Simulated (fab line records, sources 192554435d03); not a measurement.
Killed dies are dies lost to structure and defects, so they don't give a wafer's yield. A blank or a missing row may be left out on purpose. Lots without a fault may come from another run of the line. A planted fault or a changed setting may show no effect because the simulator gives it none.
Chamber matching | flow n5_finfet | N5_BEOL_M6_ALD_77 on ald_metal-01: 4 sister chambers
The step deposits TaN, target thk 2 nm, pulse time 2 s, purge time 3 s. 4 wafers are shown with their chamber, then 12 later ones without.

WAFERS WITH THEIR CHAMBER
wafer  | chamber | heater_power_w (W)
L086.4 | 1       | 420
L086.6 | 0       | 462
L085.5 | 3       | 442
L085.6 | 2       | 484

WAFERS WITHOUT THEIR CHAMBER
wafer  | heater_power_w (W)
L087.1 | 432
L087.2 | 450
L087.3 | 492
L093.1 | 492
L093.4 | 414
L093.6 | 488
L090.2 | 454
L090.3 | 417
L090.5 | 447
L097.2 | 472
L097.4 | 436
L097.5 | 449

WHICH CHAMBER EACH WENT THROUGH
wafer  | from the rows above     | in truth
L087.1 | can't be placed: 3 or 1 | 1
L087.2 | can't be placed: 3 or 0 | 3
L087.3 | 2                       | 2
L093.1 | 2                       | 2
L093.4 | 1                       | 1
L093.6 | 2                       | 2
L090.2 | can't be placed: 0 or 3 | 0
L090.3 | 1                       | 1
L090.5 | can't be placed: 3 or 0 | 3
L097.2 | can't be placed: 0 or 2 | 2
L097.4 | can't be placed: 3 or 1 | 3
L097.5 | can't be placed: 3 or 0 | 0
Placed correctly: 5 of 12. Can't be placed from these rows: 7 (the true chamber is among the candidates in 7). Placed wrongly: 0.
How it was worked out, from the rows above alone: a wafer's distance from a chamber is the root of the sum, over the readings, of the square of ((its reading less the chamber's mean) divided by the reading's scatter). The wafer belongs to the nearest chamber; if the next one is less than 2 further off, it can't be placed. A chamber's mean is the mean of its shown wafers. The scatter: with one shown wafer a chamber, the root of the mean of the squares of how far each hidden wafer lies from its nearest shown one.
